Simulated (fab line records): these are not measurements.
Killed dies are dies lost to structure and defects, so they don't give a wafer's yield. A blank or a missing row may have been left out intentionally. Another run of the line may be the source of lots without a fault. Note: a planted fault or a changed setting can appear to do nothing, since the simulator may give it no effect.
fab line records ; flow n5Finfet
record: lots: 13; wafers: 37; lastDay: 19
route steps=1938 shown BEOL_M4@1092 PAD_METAL@1893 PASSIVATION@1906
lots untouched by any fault: they come from a run of this same line in which no faults occurred
startH: hours from the record's opening day to when the first of the lot's shown wafers began ; waitH: hours from the lot's prior step to this one ; " same as the row above ; L1.1+2: a single row standing in for several wafers ; - no value, or no start was given ; * or withheld: withheld ; < > ~ a bound
route shown NAME@n: a module of which the file shows steps, and the number in the route of the first ; usual: mean/standard deviation taken from wafers without a fault ; same: alike in all rows ; chamber/n: place in a boat ; sites: the reading at each site ; _std_site: how widely they spread, as a standard deviation ; _edge_site: inner sites' mean taken away from outer sites' mean ; radiusMm: for every site, how far away it sits from the centre of the wafer ; mask NAME#n: copy n ; behind: tool/chamber where the wafer was last shaped ; hold: what put the lot on hold/how long, in hours/how the hold closed ; device: the n, p or np transistor that did not switch ; end of line: at the end of the route, the tests of the same wafers ; step lacking rows: just its recipe ; killed: dies that structure and defects cost at the first sort, which is not the same as the wafer's yield ; map: a wafer's dies, x killed, . not, _ none there
set.NAME: the setting the step ran with; set.NAME@STEP: the setting that earlier step ran with ; model.NAME: the simulator's own value behind a step, which no gauge read
steps of the route over a sample of lots; a table a step, a row a wafer
services: the hour from which a tool's chamber was out of use, counted from the record's first day as startH (under 0 if before that day), plus the number of hours and why
== steps ==
step: N5_BEOL_M4_SPUTTER_88
recipe: material: Cu; targetThkA: 45; tempC: -20; chamberPressurePa: 0.07; powerW: withheld; timeS: 8.29
usual: chamberPressurePa: 0.06998/0.00013; chuckSensorTempC: -15.87/0.29; throttleValvePct: 30.4/1.4
lot.wafer;tool;chamber;startH;waitH;chamberPressurePa;chuckSensorTempC;throttleValvePct
L151.1;pvdSputter-03;-;160.36;0.1;0.06987;-16.02;27.5
L151.3;pvdSputter-03;-;160.36;0.1;0.07003;-15.85;30.3
L153.1;pvdSputter-01;-;173.14;0.1;0.07029;-15.99;30.9
L153.2;pvdSputter-01;-;173.14;0.1;0.07014;-15.70;32.5
L153.5;pvdSputter-01;-;173.14;0.1;0.07017;-16.19;31.0
L154.1;pvdSputter-01;-;174.98;0.1;0.0701;-16.28;31.1
L154.2;pvdSputter-01;-;174.98;0.1;0.07002;-15.67;31.0
L154.5;pvdSputter-01;-;174.98;0.1;0.07021;-15.82;31.0
L155.1;pvdSputter-02;-;189.89;0.1;0.07006;-16.44;30.6
L155.3;pvdSputter-02;-;189.89;0.1;0.06989;-15.74;29.9
L155.6;pvdSputter-02;-;189.89;0.1;0.07002;-15.52;29.9
L157.1;pvdSputter-02;-;203.22;0.1;0.06978;-15.65;30.0
L157.2;pvdSputter-02;-;203.22;0.1;0.06998;-16.12;31.7
L157.6;pvdSputter-02;-;203.22;0.1;0.07014;-16.14;31.7
L158.2;pvdSputter-02;-;207.02;0.1;0.07007;-15.76;30.0
L158.5;pvdSputter-02;-;207.02;0.1;0.06986;-15.64;30.1
L158.6;pvdSputter-02;-;207.02;0.1;0.07007;-15.76;30.0
L159.1;pvdSputter-03;-;208.27;0.1;0.06976;-15.27;29.0
L159.2;pvdSputter-03;-;208.27;0.1;0.06984;-16.36;27.2
L159.5;pvdSputter-03;-;208.27;0.1;0.07015;-15.52;29.3
L160.1;pvdSputter-03;-;211.23;0.1;0.07018;-16.22;27.5
L160.4;pvdSputter-03;-;211.23;0.1;0.07013;-15.87;30.3
L160.6;pvdSputter-03;-;211.23;0.1;0.06999;-16.03;30.4
L162.2;pvdSputter-01;-;217.95;0.1;0.07002;-15.64;32.6
L162.5;pvdSputter-01;-;217.95;0.1;0.07024;-16.03;31.0
L161.4;pvdSputter-01;-;219.79;0.1;0.06992;-15.62;32.5
L161.5;pvdSputter-01;-;219.79;0.1;0.07006;-16.25;30.9
L161.6;pvdSputter-01;-;219.79;0.1;0.06983;-15.32;32.6
L168.2;pvdSputter-03;-;267.54;0.1;0.06984;-16.00;27.4
L168.3;pvdSputter-03;-;267.54;0.1;0.06964;-15.90;30.5
L168.4;pvdSputter-03;-;267.54;0.1;0.07012;-15.41;29.3
L174.1;pvdSputter-01;-;331.88;0.1;0.06991;-15.89;31.0
L174.3;pvdSputter-01;-;331.88;0.1;0.07;-16.39;31.2
L174.6;pvdSputter-01;-;331.88;0.1;0.0699;-15.92;31.3
L172.2;pvdSputter-03;-;339.71;0.1;0.07;-15.50;29.0
L172.3;pvdSputter-03;-;339.71;0.1;0.07012;-15.63;29.4
L172.6;pvdSputter-03;-;339.71;0.1;0.07;-15.49;29.2
step: N5_PASSIVATION_DEGAS_18
recipe: ambient: vacuum; tempC: 300; timeS: 60
usual: heaterPowerW: 459/33
lot.wafer;tool;chamber;startH;waitH;heaterPowerW
L151.1;pvdSputter-01;-;259.87;0.4;431
L151.3;pvdSputter-01;-;259.87;0.4;451
L153.1;pvdSputter-01;-;271.89;1.9;453
L153.2;pvdSputter-01;-;271.89;1.9;443
L153.5;pvdSputter-01;-;271.89;1.9;426
L154.1;pvdSputter-01;-;273.13;0.3;429
L154.2;pvdSputter-01;-;273.13;0.3;460
L154.5;pvdSputter-01;-;273.13;0.3;448
L155.1;pvdSputter-01;-;285.45;0.1;431
L155.3;pvdSputter-01;-;285.45;0.1;438
L155.6;pvdSputter-01;-;285.45;0.1;456
L158.2;pvdSputter-01;-;296.70;0.0;460
L158.5;pvdSputter-01;-;296.70;0.0;471
L158.6;pvdSputter-01;-;296.70;0.0;428
L159.1;pvdSputter-03;-;298.95;0.0;542
L159.2;pvdSputter-03;-;298.95;0.0;533
L159.5;pvdSputter-03;-;298.95;0.0;430
L157.1;pvdSputter-03;-;299.61;0.2;483
L157.2;pvdSputter-03;-;299.61;0.2;436
L157.6;pvdSputter-03;-;299.61;0.2;443
L162.2;pvdSputter-02;-;311.30;0.6;439
L162.5;pvdSputter-02;-;311.30;0.6;437
L160.1;pvdSputter-03;-;312.94;0.4;566
L160.4;pvdSputter-03;-;312.94;0.4;432
L160.6;pvdSputter-03;-;312.94;0.4;437
L161.4;pvdSputter-01;-;319.00;0.8;429
L161.5;pvdSputter-01;-;319.00;0.8;446
L161.6;pvdSputter-01;-;319.00;0.8;431
L168.2;pvdSputter-01;-;372.49;0.9;458
L168.3;pvdSputter-01;-;372.49;0.9;429
L168.4;pvdSputter-01;-;372.49;0.9;439
L174.1;pvdSputter-03;-;455.89;0.6;554
L174.3;pvdSputter-03;-;455.89;0.6;535
L174.6;pvdSputter-03;-;455.89;0.6;485
L172.2;pvdSputter-02;-;460.73;0.5;447
L172.3;pvdSputter-02;-;460.73;0.5;510
L172.6;pvdSputter-02;-;460.73;0.5;437
step: N5_PASSIVATION_OVL_MEAS_63
recipe: pointsPerWafer: 44
usual: PAD_OVL: -3/5.4
lot.wafer;tool;chamber;startH;waitH;PAD_OVL[nm]
L151.1;overlay-01;0;260.59;0.1;5
L151.3;overlay-01;0;260.59;0.1;1
L153.1;overlay-01;0;272.59;0.0;2
L153.2;overlay-01;0;272.59;0.0;4
L153.5;overlay-01;0;272.59;0.0;-5
L154.1;overlay-02;0;273.94;0.0;5
L154.2;overlay-02;0;273.94;0.0;1
L154.5;overlay-02;0;273.94;0.0;0
L155.1;overlay-02;0;286.26;0.0;-14
L155.3;overlay-02;0;286.26;0.0;-6
L155.6;overlay-02;0;286.26;0.0;-6
L158.2;overlay-02;0;297.50;0.0;3
L158.5;overlay-02;0;297.50;0.0;0
L158.6;overlay-02;0;297.50;0.0;-4
L159.1;overlay-01;0;299.75;0.0;-6
L159.2;overlay-01;0;299.75;0.0;-3
L159.5;overlay-01;0;299.75;0.0;-7
L157.1;overlay-01;0;300.41;0.0;-7
L157.2;overlay-01;0;300.41;0.0;-6
L157.6;overlay-01;0;300.41;0.0;-10
L162.2;overlay-02;0;311.98;0.0;-4
L162.5;overlay-02;0;311.98;0.0;2
L160.1;overlay-01;0;313.75;0.0;-5
L160.4;overlay-01;0;313.75;0.0;-11
L160.6;overlay-01;0;313.75;0.0;-14
L161.4;overlay-02;0;319.81;0.0;-2
L161.5;overlay-02;0;319.81;0.0;1
L161.6;overlay-02;0;319.81;0.0;-4
L168.2;overlay-01;0;373.30;0.0;-3
L168.3;overlay-01;0;373.30;0.0;-5
L168.4;overlay-01;0;373.30;0.0;-4
L174.1;overlay-01;0;456.70;0.0;7
L174.3;overlay-01;0;456.70;0.0;7
L174.6;overlay-01;0;456.70;0.0;-2
L172.2;overlay-01;0;461.54;0.0;-3
L172.3;overlay-01;0;461.54;0.0;0
L172.6;overlay-01;0;461.54;0.0;9
step: N5_PASSIVATION_PROBE_49
usual: defectLimitedYield: 91.3/1.7; killed_at_M0_to_M3: 33/9.9; killed_at_M4_up: 14/6.4; killedAtContacts: 12/7; killedAtFrontEnd: 41/13; killedAtOther: 3.1/2.9; killedDies: 103/20; killedOpen: 67/14; killedShort: 34/9.4; sort_bin_5_function: 5.1/1.1; sort_bin_6_memory: 3.2/0.79; sort_bin_8_speed: 0.02/0.15; sortNPass: 1077/21; sortYieldPct: 91.2/1.7
same: grossDies: 1180; killedAtBackSide: 0; sort_bin_4_leakage[%]: 0
lot.wafer;tool;chamber;startH;waitH;defectLimitedYield[%];killed_at_M0_to_M3;killed_at_M4_up;killedAtContacts;killedAtFrontEnd;killedAtOther;killedDies;killedOpen;killedShort;sort_bin_5_function[%];sort_bin_6_memory[%];sort_bin_8_speed[%];sortNPass;sortYieldPct[%]
L155.1;prober-01;-;291.30;0.0;90.5;45;8;18;40;1;112;64;47;5.4;3.6;0;1068;90.5
L155.3;prober-01;-;291.40;0.1;92.1;43;13;7;29;1;93;56;36;4.8;2.9;0;1087;92.1
L155.6;prober-01;-;291.55;0.3;92.4;35;16;11;28;0;90;56;34;3.6;3.8;0;1090;92.4
L158.6;prober-02;-;303.12;0.3;92.2;26;13;15;36;2;92;53;37;4.2;3.3;0;1088;92.2
L159.1;prober-01;-;304.99;0.0;90.7;27;16;6;55;6;110;58;48;5.9;2.9;0;1070;90.7
L159.2;prober-01;-;305.04;0.1;92.5;37;5;9;37;1;89;47;40;4.6;2.8;0;1091;92.5
L159.5;prober-01;-;305.19;0.2;91.9;27;8;6;49;6;96;54;40;5.2;2.7;0;1084;91.9
L162.2;prober-02;-;317.41;0.1;92.5;25;21;8;33;1;88;58;24;3.8;2.9;0;1092;92.5
L162.5;prober-02;-;317.56;0.2;92.3;19;11;14;43;4;91;48;30;3.7;3.1;0;1089;92.3
L160.1;prober-01;-;319.02;0.0;91.0;30;15;9;51;1;106;75;29;4.8;3.7;0;1074;91.0
L160.4;prober-01;-;319.17;0.2;92.1;32;13;3;42;3;93;62;31;4.7;3.1;0;1087;92.1
L160.6;prober-01;-;319.27;0.3;92.8;14;16;5;48;2;85;55;30;3.9;3.1;0;1095;92.8
L161.4;prober-02;-;324.97;0.2;91.4;40;10;19;31;1;101;56;45;5.1;3.3;0;1079;91.4
L161.5;prober-02;-;325.02;0.2;89.7;45;8;19;37;12;121;76;39;5.8;3.7;0;1059;89.7
L161.6;prober-02;-;325.07;0.3;92.5;26;6;11;42;4;89;57;25;4.4;2.4;0;1091;92.5
L168.2;prober-02;-;378.25;0.1;79.9;27;161;15;32;2;237;62;26;11.7;4.8;0;943;79.9
L168.3;prober-02;-;378.30;0.1;91.0;40;18;5;39;4;106;58;34;4.3;3.1;0;1074;91.0
L168.4;prober-02;-;378.35;0.2;90.6;34;16;7;44;10;111;69;38;5.0;3.9;0;1069;90.6
killed by level:class
L155.1 MOL_CONTACT_COAG:geometricParticle:open=14 BEOL_M0_SAQP:geometricParticle:short=14 BEOL_M3:geometricParticle:open=10 FIN_SAQP:geometricParticle:short=8 STI_FIN_REVEAL:geometricParticle:open=8 BEOL_M0_SAQP:geometricParticle:open=6 BEOL_M2:geometricParticle:short=6 DUMMY_GATE:geometricParticle:open=5
L155.3 BEOL_M0_SAQP:geometricParticle:short=14 BEOL_M0_SAQP:geometricParticle:open=11 MOL_CONTACT_COAG:geometricParticle:open=6 DUMMY_GATE:geometricParticle:open=4 BEOL_M0:geometricParticle:open=4 BEOL_M1:geometricParticle:open=4 BEOL_M1:geometricParticle:short=4 BEOL_M3:geometricParticle:open=4
L155.6 STI_FIN_REVEAL:geometricParticle:open=7 MOL_CONTACT_COAG:geometricParticle:open=6 BEOL_M0_SAQP:geometricParticle:open=6 BEOL_M1:geometricParticle:short=6 STARTING-WAFER:geometricParticle:open=6 MOL_CONTACT_COAG:geometricParticle:short=5 BEOL_M2:geometricParticle:open=5 FIN_SAQP:geometricParticle:short=4
L158.6 FIN_SAQP:geometricParticle:short=14 MOL_CONTACT_COAG:geometricParticle:open=12 BEOL_M3:geometricParticle:open=6 BEOL_M2:geometricParticle:open=6 BEOL_M6:geometricParticle:open=6 STI_FIN_REVEAL:geometricParticle:open=4 BEOL_M1:geometricParticle:open=4 BEOL_M0_SAQP:geometricParticle:short=3
L159.1 FIN_SAQP:geometricParticle:short=19 FIN_SAQP:geometricParticle:open=7 STI_FIN_REVEAL:geometricParticle:open=6 BEOL_M0_SAQP:geometricParticle:open=6 BEOL_M4:geometricParticle:open=6 SPACER0:geometricParticle:open=5 MOL_CONTACT_COAG:geometricParticle:open=5 BEOL_M1:geometricParticle:open=5
L159.2 GATE_CUT:geometricParticle:short=10 BEOL_M0_SAQP:geometricParticle:open=7 BEOL_M3:geometricParticle:open=7 MOL_CONTACT_COAG:geometricParticle:open=6 BEOL_M1:geometricParticle:open=6 BEOL_M0_SAQP:geometricParticle:short=5 BEOL_M2:geometricParticle:open=5 BEOL_M1:geometricParticle:short=4
L159.5 STI_FIN_REVEAL:geometricParticle:open=16 FIN_SAQP:geometricParticle:short=13 MOL_CONTACT_COAG:geometricParticle:open=6 BEOL_M3:geometricParticle:open=6 BEOL_M4:geometricParticle:short=5 DUMMY_GATE:geometricParticle:open=4 BEOL_M0_SAQP:geometricParticle:open=4 BEOL_M1:geometricParticle:open=4
L162.2 BEOL_M4:geometricParticle:open=9 BEOL_M2:geometricParticle:open=8 FIN_SAQP:geometricParticle:open=7 MOL_CONTACT_COAG:geometricParticle:open=6 BEOL_M0_SAQP:geometricParticle:open=5 BEOL_M4:geometricParticle:short=5 HKMG_FIN:areaEtch=5 FIN_SAQP:geometricParticle:short=4
L162.5 MOL_CONTACT_COAG:geometricParticle:open=12 HKMG_FIN:areaEtch=9 FIN_SAQP:geometricParticle:short=6 BEOL_M0_SAQP:geometricParticle:short=6 BEOL_M4:geometricParticle:open=6 FIN_SAQP:geometricParticle:open=5 BEOL_M2:geometricParticle:open=5 DUMMY_GATE:geometricParticle:open=4
L160.1 FIN_SAQP:geometricParticle:short=16 FIN_SAQP:geometricParticle:open=15 BEOL_M1:geometricParticle:open=11 MOL_CONTACT_COAG:geometricParticle:open=7 DUMMY_GATE:geometricParticle:open=4 STARTING-WAFER:geometricParticle:open=4 BEOL_M0_SAQP:geometricParticle:open=4 BEOL_M0:geometricParticle:open=4
L160.4 FIN_SAQP:geometricParticle:open=16 FIN_SAQP:geometricParticle:short=12 BEOL_M2:geometricParticle:open=7 BEOL_M3:geometricParticle:open=7 BEOL_M0_SAQP:geometricParticle:open=6 BEOL_M4:geometricParticle:open=4 GATE_CUT:geometricParticle:short=3 MOL_CONTACT_COAG:geometricParticle:open=3
L160.6 FIN_SAQP:geometricParticle:open=14 FIN_SAQP:geometricParticle:short=10 STI_FIN_REVEAL:geometricParticle:open=6 BEOL_M4:geometricParticle:open=6 BEOL_M5:geometricParticle:open=5 GATE_CUT:geometricParticle:open=4 GATE_CUT:geometricParticle:short=4 MOL_CONTACT_COAG:geometricParticle:open=4
L161.4 MOL_CONTACT_COAG:geometricParticle:open=14 BEOL_M0_SAQP:geometricParticle:short=13 BEOL_M0_SAQP:geometricParticle:open=9 BEOL_M2:geometricParticle:open=8 FIN_SAQP:geometricParticle:open=6 FIN_SAQP:geometricParticle:short=6 GATE_CUT:geometricParticle:short=6 MOL_CONTACT_COAG:geometricParticle:short=5
L161.5 MOL_CONTACT_COAG:geometricParticle:open=17 BEOL_M0_SAQP:geometricParticle:open=10 FIN_SAQP:geometricParticle:short=9 BEOL_M1:geometricParticle:open=9 BEOL_M2:geometricParticle:open=8 BEOL_M0_SAQP:geometricParticle:short=6 PASS1_DEP:geometricParticle:open=6 HKMG_FIN:areaEtch=6
L161.6 FIN_SAQP:geometricParticle:open=10 MOL_CONTACT_COAG:geometricParticle:open=9 BEOL_M2:geometricParticle:open=7 HKMG_FIN:areaEtch=7 BEOL_M3:geometricParticle:open=6 FIN_SAQP:geometricParticle:short=5 BEOL_M0_SAQP:geometricParticle:short=5 BEOL_M0_SAQP:geometricParticle:open=4
L168.2 BEOL_M4:unspecified=147 MOL_CONTACT_COAG:geometricParticle:open=13 STI_FIN_REVEAL:geometricParticle:open=8 BEOL_M0_SAQP:geometricParticle:short=6 BEOL_M3:geometricParticle:open=6 BEOL_M4:geometricParticle:open=6 FIN_SAQP:geometricParticle:open=4 FIN_SAQP:geometricParticle:short=4
L168.3 HKMG_FIN:areaEtch=12 BEOL_M3:geometricParticle:open=9 STI_FIN_REVEAL:geometricParticle:open=7 BEOL_M0_SAQP:geometricParticle:open=7 BEOL_M0_SAQP:geometricParticle:short=6 BEOL_M4:geometricParticle:open=6 FIN_SAQP:geometricParticle:short=5 BEOL_M1:geometricParticle:open=5
L168.4 FIN_SAQP:geometricParticle:short=15 BEOL_M0_SAQP:geometricParticle:open=10 FIN_SAQP:geometricParticle:open=7 STI_FIN_REVEAL:geometricParticle:open=7 MOL_CONTACT_COAG:geometricParticle:open=7 BEOL_M0_SAQP:geometricParticle:short=7 BEOL_M4:geometricParticle:open=7 BEOL_M3:geometricParticle:open=6
== services ==
tool;chamber;startH;hours;kind
pvdSputter-02;-;269.38;29.2;repair
pvdSputter-03;-;355.87;6.6;repair
pvdSputter-02;-;394.55;4.0;repair
pvdSputter-02;-;431.01;1.0;repair
== key ==
firstSign: step: N5_PASSIVATION_PROBE_49; reading: killed_at_M4_up; direction: up; sigmas: 23; usual: 14; struck: 161
effect: step: N5_PASSIVATION_PROBE_49; reading: defectLimitedYield; direction: down; sigmas: 6.6; usual: 91.3; struck: 79.9
moreKillsBornAt: N5_BEOL_M4_SPUTTER_88@pvdSputter-03: 147
metAt N5_BEOL_M4_SPUTTER_88
struckLots L168
struckWafers L168.2
baselineLoss: step: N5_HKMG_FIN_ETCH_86; wafers: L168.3
notActingAt N5_PASSIVATION_DEGAS_18,N5_PASSIVATION_OVL_MEAS_63
onsetBetween 211.23 267.54
fault: kind: chamberParticleSource; tool: pvdSputter-03; chamber: -; onsetH: 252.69; steps: N5_BEOL_M4_SPUTTER_88; ratePerVisitCm2: 1.271; endH: 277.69; scope: struckWafersOnly
baselineLoss: these wafers lose ten dies or more at that step, a loss of the line's own and not of a fault; the sort's usual values leave them out
